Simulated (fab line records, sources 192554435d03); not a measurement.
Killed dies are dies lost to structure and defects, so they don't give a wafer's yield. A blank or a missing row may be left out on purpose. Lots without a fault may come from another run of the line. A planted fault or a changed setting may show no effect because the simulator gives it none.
One fault seen from 3 desks | flow n5_finfet | each desk has only its own numbers; what lay behind them comes last

THE DEFECT DESK
What the inspections along the route counted, lot by lot: means of the sampled wafers that have a number. A lot is out of limits, marked OUT, if its mean lies more than 4 standard deviations from the usual mean; the brackets give that distance.
Columns: A = raw_defect_count at N5_BEOL_M10_INSPECT_30, usual 416
lot  | first seen here | A
L812 | day 10 06:27    | 371
L813 | day 10 17:52    | 361
L814 | day 10 21:05    | 390
L815 | day 11 06:05    | 627
L816 | day 11 10:01    | 399
L817 | day 11 10:11    | 477
L825 | day 13 11:50    | 573
L824 | day 13 15:35    | 312
L829 | day 14 19:55    | 436
L830 | day 15 02:59    | 329
L833 | day 15 18:19    | 480
This desk's finding: nothing out of limits on any of the 11 lots.

THE METROLOGY DESK
What the gauges read, lot by lot, whatever tool the lot ran on: means of the sampled wafers that have a number. A lot is out of limits, marked OUT, if its mean lies more than 4 standard deviations from the usual mean; the brackets give that distance.
Columns: A = cd_nm at N5_BEOL_M10_CD_MEAS_28, usual 69.4 nm; B = V9_OVL at N5_BEOL_M10_OVL_MEAS_29, usual 0.6 nm
lot  | first seen here | A    | B
L812 | day 10 06:24    | 68.0 | 0.6
L813 | day 10 17:49    | 69.0 | 1.2
L814 | day 10 21:02    | 69.0 | 1.6
L815 | day 11 06:02    | 70.7 | 1.3
L816 | day 11 09:58    | 68.1 | 0.6
L817 | day 11 10:08    | 68.3 | 0.5
L825 | day 13 11:47    | 68.0 | 0.9
L824 | day 13 15:32    | 71.2 | -0.2
L829 | day 14 19:52    | 68.7 | 0.6
L830 | day 15 02:56    | 70.7 | 1.1
L833 | day 15 18:16    | 69.9 | 0.2
This desk's finding: nothing out of limits on any of the 11 lots.

THE TOOL OWNER'S DESK: rie_diel-03
The tool's own readings at N5_BEOL_M10_ETCH_41 (etches SiCN in CH3F/O2, target depth 42.6 nm, time 86 s): means of the sampled wafers that have a number, for each lot that ran on this tool. A lot is out of limits, marked OUT, if its mean lies more than 4 standard deviations from the usual mean; the brackets give that distance.
Columns: A = drypump_motor_current_A at N5_BEOL_M10_ETCH_41, usual 5.6 A; B = oes_product_au at N5_BEOL_M10_ETCH_41, usual 0.78 a.u.; C = rf_vpp_V at N5_BEOL_M10_ETCH_41, usual 297.9 V; D = showerhead_plenum_p_Torr at N5_BEOL_M10_ETCH_41, usual 2.03 Torr; E = throttle_valve_pct at N5_BEOL_M10_ETCH_41, usual 16.38 %
lot  | first seen here | A   | B    | C     | D    | E
L812 | day 10 07:21    | 5.6 | 0.78 | 297.3 | 2.03 | 16.42
L813 | day 10 18:36    | 5.9 | 0.70 | 298.0 | 2.01 | 16.61
L815 | day 11 06:47    | 5.8 | 0.76 | 297.8 | 2.03 | 16.38
L825 | day 13 12:30    | 5.7 | 0.94 | 299.1 | 2.07 | 16.40
L824 | day 13 15:59    | 5.7 | 1.10 | 297.5 | 2.00 | 16.37
This desk's finding: nothing out of limits on any of the 5 lots.

PUT TOGETHER
The defect desk saw nothing out of limits.
The metrology desk saw nothing out of limits.
The tool owner's desk saw nothing out of limits.

WHAT THE SIMULATOR HAD PUT IN
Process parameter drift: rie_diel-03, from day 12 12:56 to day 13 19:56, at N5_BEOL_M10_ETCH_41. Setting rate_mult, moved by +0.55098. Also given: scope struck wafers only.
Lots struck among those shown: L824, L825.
